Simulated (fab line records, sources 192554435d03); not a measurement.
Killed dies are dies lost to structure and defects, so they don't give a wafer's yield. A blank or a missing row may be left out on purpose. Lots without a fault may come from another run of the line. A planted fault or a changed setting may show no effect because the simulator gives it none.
A struck lot beside a sound one | flow n5_finfet | 38 steps out of a route of 1938
Sound: wafers L983.1, L983.3, L983.6. Struck: wafer L102.6. (L102.2, L102.3 of the same lot were not struck and are left out.) The cause comes at the end.
At each step with rows: each side's tool, then ch and its chambers, then its first start. Under that, the readings that differ: sound wafers | struck wafers | difference of the means | sigmas: that difference in standard deviations of wafers without a fault.
alike: readings whose means differ by less than 2 such deviations, and words and numbers that are the same on both sides. not compared: withheld readings, readings that some wafer has no value for, bounds like >300 that may hide the same value, and numbers for which the record gives no deviation and whose values overlap.
The two part at a step that has a row with sigmas, a row that says differs or no value, or rows on one side only. Numbers that don't overlap but have no deviation are shown without sigmas and don't part them. A reading that every wafer of one side lacks parts them only if that side has two wafers or more.

first, 9 steps without rows for these wafers: N5_BEOL_M4_ANNEAL_95 (time 240 s); N5_BEOL_M4_SPUTTER_96 (material Cu, target thk 4.5 nm, time 8.29 s); N5_BEOL_M4_ECD_50 (material Cu, target thk 300 nm); N5_BEOL_M4_ANNEAL_51 (time 90 s); N5_BEOL_M4_CMP_52 (polishes, stops on SiOC, t overpolish 6.8 s, target thk 40 nm); N5_BEOL_M4_PRE_CLEAN_60 (time 15 s); N5_BEOL_M4_CO_CAP_55 (material Co, precursor CCTBA/H2, target thk 2 nm, time 102.1 s); N5_BEOL_M4_PRE_CLEAN_56 (time 15 s); N5_BEOL_M4_DEP_57 (deposits SiCN from 3MS/NH3, target thk 8 nm, time 14 s).
N5_BEOL_M4_RC_MEAS_101:
  sound on prober-01 ch 0, day 8 20:43; struck on prober-01 ch 0, day 12 18:58
  reading       | sound          | struck | difference | sigmas
  SS_N (mV/dec) | 72.2 72.5 72.8 | 70.4   | -2.1       | -3
  alike: DIBL_N, DIBL_P, IOFF_N, IOFF_P, ION_N, ION_P, SS_P, VT_N, VT_P
then, 24 steps without rows for these wafers: N5_BEOL_M5_ILD_DEP_00 (deposits SiCOH lowk from DEMS/porogen, target thk 140.64 nm, time 25.9 s); N5_BEOL_M5_CURE_79 (cures SiCOH lowk, time 240 s); N5_BEOL_M5_PECVD_70 (deposits SiO2 from TEOS/O2, target thk 16 nm, time 18 s); N5_BEOL_M5_HM_DEP_02 (deposits TiN, target thk 20 nm); N5_BEOL_M5_COAT_59 (time 60 s, resist thk 60 nm); N5_BEOL_M5_COAT_60 (time 60 s, resist thk 12 nm); N5_BEOL_M5_COAT_71 (time 60 s, resist thk 5 nm); N5_BEOL_M5_COAT_05 (resist thk 30 nm); N5_BEOL_M5_EBR_07; N5_BEOL_M5_SOFTBAKE_06 (time 60 s); N5_BEOL_M5_EXPOSE_08 (exposes mask M5, target cd 28 nm); N5_BEOL_M5_PEB_09 (peb time 60 s); N5_BEOL_M5_DEVELOP_10 (develop time 30 s); N5_BEOL_M5_DESCUM_16 (chemistry O2, time 7 s); N5_BEOL_M5_ETCH_72 (etches underlayer in N2/H2, target depth 6.5 nm, time 5.2 s); N5_BEOL_M5_ETCH_61 (etches SiARC in CF4, target depth 15.6 nm, time 26 s); N5_BEOL_M5_ETCH_62 (etches SOC in N2/H2, target depth 75 nm, overetch 15 nm, time 112.5 s); N5_BEOL_M5_STRIP_63 (strips in N2/H2); N5_BEOL_M5_STRIP_73 (strips in N2/H2); N5_BEOL_M5_STRIP_64 (strips in CF4); N5_BEOL_M5_HM_OPEN_17 (chemistry Cl2/BCl3, target TiN, target depth 20 nm, overetch 6 nm); N5_BEOL_M5_STRIP_19 (strips in O2); N5_BEOL_M5_COAT_65 (time 60 s, resist thk 60 nm); N5_BEOL_M5_COAT_66 (time 60 s, resist thk 12 nm).
-- the record jumps here: 4 days lie between the struck wafers' starts before and after (it left off in module BEOL_M5 and takes up again in module BEOL_M14, whose first step shown is number 1767 of the route) --
N5_BEOL_M14_CMP_49: polishes, stops on SiO2, t overpolish 5.2 s, target thk 560 nm.
  sound on cmp-01 ch 1,3, day 11 23:14; struck on cmp-02 ch 3, day 16 13:33
  reading                      | sound             | struck | difference | sigmas
  barrier_field_endpoint_s (s) | 11.5 11.5 11.7    | 23.2   | +11.6      | +36
  overpolish_run_s (s)         | 5.206 5.206 5.192 | 2.821  | -2.380     | -99 or more
  time_to_endpoint_s (s)       | 122 127 123       | 155    | +31        | +7
  alike: motor_current_A
N5_BEOL_M14_THK_MEAS_50: measures by xrf.
  sound on film_metro-01, day 11 23:31; struck on film_metro-02, day 16 13:50
  reading      | sound       | struck | difference | sigmas
  M14_THK (nm) | 562 582 555 | 1070   | +504       | +22
N5_BEOL_M14_INSPECT_55: inspects for defects (darkfield).
  sound on defect_inspect-02, day 11 23:41; struck on defect_inspect-01, day 16 14:00
  reading          | sound     | struck | difference | sigmas
  raw_defect_count | 113 96 72 | 6506   | +6412      | +99 or more
N5_PASSIVATION_PROBE_49:
  sound on prober-02, day 13 00:03; struck on prober-01, day 17 12:35
  reading                  | sound          | struck | difference | sigmas
  defect_limited_yield (%) | 90.6 91.7 91.8 | 0      | -91        | -54
  killed_at_M4_up          | 17 18 23       | 1070   | +1051      | +99 or more
  killed_dies              | 111 98 97      | 1180   | +1078      | +54
  killed_on_rim            | 17 14 14       | 152    | +137       | +33
  sort_n_pass              | 1069 1082 1083 | 0      | -1078      | -54
  sort_yield_pct (%)       | 90.6 91.7 91.8 | 0      | -91        | -54
  alike: killed_at_M0_to_M3, killed_at_contacts, killed_at_front_end, killed_at_other, killed_open, killed_short, sort_bin_5_function, sort_bin_6_memory

WHERE THEY PART
First at N5_BEOL_M4_RC_MEAS_101; last, within this record, at N5_PASSIVATION_PROBE_49.

WHY: what the simulator had put in
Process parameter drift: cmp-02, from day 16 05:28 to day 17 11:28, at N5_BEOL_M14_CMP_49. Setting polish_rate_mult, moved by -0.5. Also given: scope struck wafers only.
